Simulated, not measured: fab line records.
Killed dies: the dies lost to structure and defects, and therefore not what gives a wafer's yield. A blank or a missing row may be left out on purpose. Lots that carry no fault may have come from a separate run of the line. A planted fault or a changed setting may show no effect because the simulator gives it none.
Split-lot trial -- flow n5_finfet -- 21 wafers read from 7 lots, route of 1938 steps

== SPLIT DETAILS ==
At N5_BEOL_M4_COAT_61 (time 60 s, resist thk 60 nm), the setting spin_rpm was moved away from the recipe's 1500 rpm on 12 of the 21 wafers read, by -6.8% to +9.9%. This setting was run at the recipe's value on the other wafers.

== FROM THE SPLIT TO THE READING: what the file shows between them, 8 steps ==
- N5_BEOL_M4_COAT_62: time 60 s, resist thk 12 nm
- N5_BEOL_M4_COAT_73: time 60 s, resist thk 5 nm
- N5_BEOL_M4_ETCH_74: etches underlayer in N2/H2, target depth 6.5 nm, time 5.2 s
- N5_BEOL_M4_ETCH_63: etches SiARC in CF4, target depth 15.6 nm, time 26 s
- N5_BEOL_M4_ETCH_64: etches SOC in N2/H2, target depth 75 nm, overetch 22.5 nm, time 121.9 s
- N5_BEOL_M4_STRIP_65: strips in N2/H2
- N5_BEOL_M4_STRIP_75: strips in N2/H2
- N5_BEOL_M4_STRIP_66: strips in CF4

== THE READING ==
SOC_of_BEOL_M4_COAT_61.thk_nm (the simulator's own value, which no gauge read), in nm, at N5_BEOL_M4_HM_OPEN_17 (chemistry Cl2/BCl3, target TiN, target depth 20 nm, overetch 6 nm). The file gives no usual value for it. Across the 9 wafers here that went through the recipe, the average is 52.4 nm and the standard deviation 0.29 nm.

wafer,"tool, chamber at the split","spin_rpm as run, rpm",against the recipe,"SOC_of_BEOL_M4_COAT_61.thk_nm, nm",against lot-mates on the recipe
L076.3,"litho_track-01, 0",1602,+6.8%,50.2,-2.4
L076.4,"litho_track-01, 0",1500,recipe,52.6,-
L076.5,"litho_track-01, 0",1602,+6.8%,50.4,-2.2
L077.1,"litho_track-03, 0",1500,recipe,52.8,-
L077.4,"litho_track-03, 0",1500,recipe,52.8,-
L077.3,"litho_track-03, 0",1500,recipe,52.2,-
L078.1,"litho_track-01, 0",1398,-6.8%,54.8,no lot-mate on the recipe
L078.6,"litho_track-01, 0",1398,-6.8%,54.8,no lot-mate on the recipe
L078.4,"litho_track-01, 0",1398,-6.8%,54.6,no lot-mate on the recipe
L079.1,"litho_track-02, 0",1648,+9.9%,50,-2.4
L079.2,"litho_track-02, 0",1500,recipe,52.4,-
L079.3,"litho_track-02, 0",1648,+9.9%,50.2,-2.2
L083.3,"litho_track-01, 0",1421,-5.3%,54,+1.4
L083.5,"litho_track-01, 0",1421,-5.3%,54,+1.4
L083.6,"litho_track-01, 0",1500,recipe,52.6,-
L085.1,"litho_track-03, 0",1552,+3.5%,51.2,-1.0
L085.3,"litho_track-03, 0",1500,recipe,52,-
L085.4,"litho_track-03, 0",1500,recipe,52.4,-
L092.2,"litho_track-03, 0",1609,+7.3%,50.2,-1.8
L092.4,"litho_track-03, 0",1609,+7.3%,50.2,-1.8
L092.5,"litho_track-03, 0",1500,recipe,52,-

THE FIT
A straight line over all 21 wafers: SOC_of_BEOL_M4_COAT_61.thk_nm changes by -0.295 nm for each +1% of spin_rpm; r = -0.98; the points scatter about the line by 0.3 nm.
The same after taking each lot's own level away (the mean of its wafers on the recipe; 18 wafers): -0.261 nm for each +1%; r = -0.98; scatter 0.26 nm.
According to that fit, moving spin_rpm by its largest amount changes the reading by 2.6 nm.
From 52.00 to 52.60 nm: that is the span of the lots' own levels, equal to 2.1 times the standard deviation above.
Thus the slope moves with the lot-to-lot level: the two fits are different.
Check: for one of the wafers moved furthest among these (+9.9%), held out of the fit, the line's prediction against its lot-mates is -2.65 nm. Against them it came out at -2.4 nm.

== FURTHER SPLITS ON THESE WAFERS ==
Note: prior to the reading, these wafers also went through further splits. Each is held against what the fit with the lots' levels taken away leaves over:
other split on the same wafers,wafers away from the commonest value,r with SOC_of_BEOL_M4_COAT_61.thk_nm (lot level and that fit taken away)
N5_BEOL_M2_DESCUM_16 time_s,7,-0.15
N5_BEOL_M2_TRENCH_ETCH_37 bias_w,8,+0.35
N5_BEOL_M4_PECVD_72 time_s,10,+0.17

== THE WHOLE CHAIN: every reading that the file lists as answering this split, in the file's order ==
step,what it does,reading,change (the file's fit),r (the file's)
N5_BEOL_M4_COAT_61,"time 60 s, resist thk 60 nm","SOC_of_BEOL_M4_COAT_61.thk_nm (the simulator's own value, which no gauge read)",-0.285 nm for each +1% of the setting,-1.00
N5_BEOL_M4_ETCH_64,"etches SOC in N2/H2, target depth 75 nm, overetch 22.5 nm, time 121.9 s","etch.depth_nm (the simulator's own value, which no gauge read)",-0.284 nm for each +1% of the setting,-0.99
N5_BEOL_M4_HM_OPEN_17,"chemistry Cl2/BCl3, target TiN, target depth 20 nm, overetch 6 nm","SOC_of_BEOL_M4_COAT_61.thk_nm (the simulator's own value, which no gauge read)",-0.264 nm for each +1% of the setting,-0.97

== FILE'S OWN FIT ==
SOC_of_BEOL_M4_COAT_61.thk_nm changes by -0.264 nm for each +1% of spin_rpm, r = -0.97.
